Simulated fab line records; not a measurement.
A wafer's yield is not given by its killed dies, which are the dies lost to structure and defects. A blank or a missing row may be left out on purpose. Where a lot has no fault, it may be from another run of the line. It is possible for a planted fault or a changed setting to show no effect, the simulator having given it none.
A lot that was struck, set against a sound lot | flow nand harc | 37 out of 1159 route steps
Sound: wafers L854.1, L854.3, L854.5. Struck: wafer L871.4 (left out: L871.1, L871.5 of the same lot, which were not struck); the cause appears at the end.
For every step that has rows: the tool of each side, followed by ch and its chambers, followed by its first start. Under that, the readings that differ: sound wafers | struck wafers | difference of the means | sigmas: that difference in standard deviations of wafers without a fault.
alike: readings with means less than 2 such deviations apart, plus words and numbers identical on both sides. not compared: withheld readings, readings lacking a value on some wafer, bounds such as >300 that could conceal the same value, and numbers that have no deviation in the record and whose values overlap.
The two part at a step that has a row with sigmas, a row that says differs or no value, or rows on one side only. Numbers that have no deviation but don't overlap get no sigmas and don't part them. Lack of a reading on every wafer of one side parts them only where that side has two or more wafers.

NHARC_A_SLIT_ETCH_26: etches the open film in C4F8/O2/Ar, time 90 s, target depth 400 nm.
  sound on har etch-02 ch 1, day 14 21:28; struck on har etch-01 ch 0, day 18 12:44
  reading                         | sound          | struck | difference | sigmas
  showerhead plenum p Torr (Torr) | 3.88 3.88 3.88 | 3.74   | -0.14      | -3
  alike: drypump motor current A, throttle valve pct
  not compared: rf hours counter h
then, 5 steps without rows for these wafers: NHARC_A_SLIT_STRIP_28 (strips in O2/COS); NHARC_A_SLIT_ETCH_29 (etches the open film in CF4/O2, target depth 100 nm, overetch 10 nm, time 55 s); NHARC_A_SLIT_STRIP_18 (strips in O2); NHARC_A_SLIT_PRECLEAN_19 (cleans in SC1); NHARC_A_SLIT_SRD_20.
NHARC_A_SLIT_CD_MEAS_21:
  sound: cd sem-01 at day 14 22:44; struck: cd sem-03 at day 18 13:53
  alike: cd nm
then, 3 steps without rows for these wafers: NHARC_A_SIN_REMOVE_WET_00 (chemistry H3PO4, time 15300 s); NHARC_A_SIN_REMOVE_PRECLEAN_01 (cleans in SC1); NHARC_A_SIN_REMOVE_SRD_02.
NHARC_A_SIN_REMOVE_INSPECT_04:
  sound: defect inspect-01 at day 15 04:41; struck: defect inspect-01 at day 18 19:26
  alike: raw defect count
NHARC_A_WL_FILL_ALD_00: deposits Al2O3, target thk 3 nm, pulse time 3 s, ald cycles 30.
  sound on ald hk-03 ch 0,2, day 15 05:03; struck on ald hk-03 ch 2, day 18 19:29
  alike: heater power w, precursor pulse height rel
NHARC_A_WL_FILL_RTA_01: time 5 s.
  sound on rtp anneal-01 ch 0, day 15 05:53; struck on rtp anneal-02 ch 0, day 18 19:50
  reading             | sound          | struck | difference | sigmas
  lamp power pct (%)  | 30.1 30.0 30.1 | 26.5   | -3.6       | -2
  lamp_zone_7_pct (%) | 30.5 30.5 30.5 | 27.0   | -3.5       | -2
  alike: wafer_temp_C_max
NHARC_A_WL_FILL_ALD_02: deposits TiN, target thk 2 nm, pulse time 3 s, ald cycles 100.
  sound on ald metal-04 ch 0,1,2, day 15 06:10; struck on ald metal-01 ch 3, day 18 20:07
  alike: heater power w, precursor pulse height rel
then, 9 steps without rows for these wafers: NHARC_A_WL_FILL_CVD_03 (deposits W, target thk 40 nm, time 3302 s); NHARC_A_WL_FILL_ETCHBACK_04 (etches the open film in NF3, target depth 60 nm, time 120 s); NHARC_A_WL_FILL_ETCHBACK_05 (etches the open film in Cl2/BCl3, target depth 22 nm, time 60 s); NHARC_A_WL_FILL_STRIP_27 (strips in N2/H2, time 20 s); NHARC_A_WL_FILL_STRIP_28 (strips in post etch residue remover, time 1200 s); NHARC_A_WL_FILL_PRECLEAN_06 (cleans in DIW, time 300 s); NHARC_A_WL_FILL_SRD_07; NHARC_A_WL_FILL_ANNEAL_08 (time 1800 s); NHARC_A_WL_FILL_ALD_10 (deposits SiO2, target thk 50 nm, pulse time 10 s, ald cycles 500).
NHARC_A_WL_FILL_ETCHBACK_16: etches the open film in C4F8/O2/Ar, target depth 88 nm, time 17.6 s.
  sound on rie diel-13 ch 0,1; struck on rie diel-02 ch 2
  alike: oes product au, rf vpp V
  not compared: rf hours counter h
NHARC_A_WL_FILL_STRIP_29: strips in O2, time 20 s.
  sound on rie diel-13 ch 0,2,3, day 16 01:09; struck on rie diel-02 ch 3, day 19 10:40
  reading                         | sound          | struck | difference | sigmas
  showerhead plenum p Torr (Torr) | 3.78 3.70 3.75 | 3.41   | -0.33      | -3
  alike: drypump motor current A, oes product au, rf vpp V, throttle valve pct
  not compared: rf hours counter h
then, 11 steps without rows for these wafers: NHARC_A_WL_FILL_ETCHBACK_17 (etches the open film in Cl2/BCl3, target depth 4 nm, time 26.7 s); NHARC_A_WL_FILL_PRECLEAN_18 (cleans in dHF, time 30 s); NHARC_A_WL_FILL_SRD_21; NHARC_A_WL_FILL_CVD_23 (deposits poly-Si, target thk 40 nm, time 800 s); NHARC_A_WL_FILL_ETCHBACK_26 (etches the open film in HBr, target depth 52 nm, time 13.3 s); NHARC_A_WL_FILL_PRECLEAN_30 (cleans in dHF, time 10 s); NHARC_A_WL_FILL_SRD_14; NHARC_A_WL_FILL_ALD_19 (deposits TiN, target thk 2 nm, pulse time 3 s, ald cycles 100); NHARC_A_WL_FILL_CVD_20 (deposits W, target thk 75 nm, time 5064 s); NHARC_A_WL_FILL_CMP_12 (polishes, t overpolish 30 s, target thk 75 nm); NHARC_A_WL_FILL_SRD_31.
-- record jumps: 5 days between struck wafers' starts before vs after; left off in module A_WL_FILL, resumes in module END, first step shown is number 1159 of the route --
NHARC_END_SORT_01:
  sound on prober-01 ch 0, day 19 12:23; struck on prober-01 ch 0, day 24 07:46
  reading         | sound    | struck | difference | sigmas
  killed at array | 31 54 38 | 113    | +72        | +7
  killed dies     | 36 59 43 | 116    | +70        | +6
  alike: killed at other, killed at periphery, killed open, killed short

== WHERE THEY PART ==
Last at NHARC_END_SORT_01 as far as this record goes, first at NHARC_A_SLIT_ETCH_26.

WHY: the cause the simulator had injected
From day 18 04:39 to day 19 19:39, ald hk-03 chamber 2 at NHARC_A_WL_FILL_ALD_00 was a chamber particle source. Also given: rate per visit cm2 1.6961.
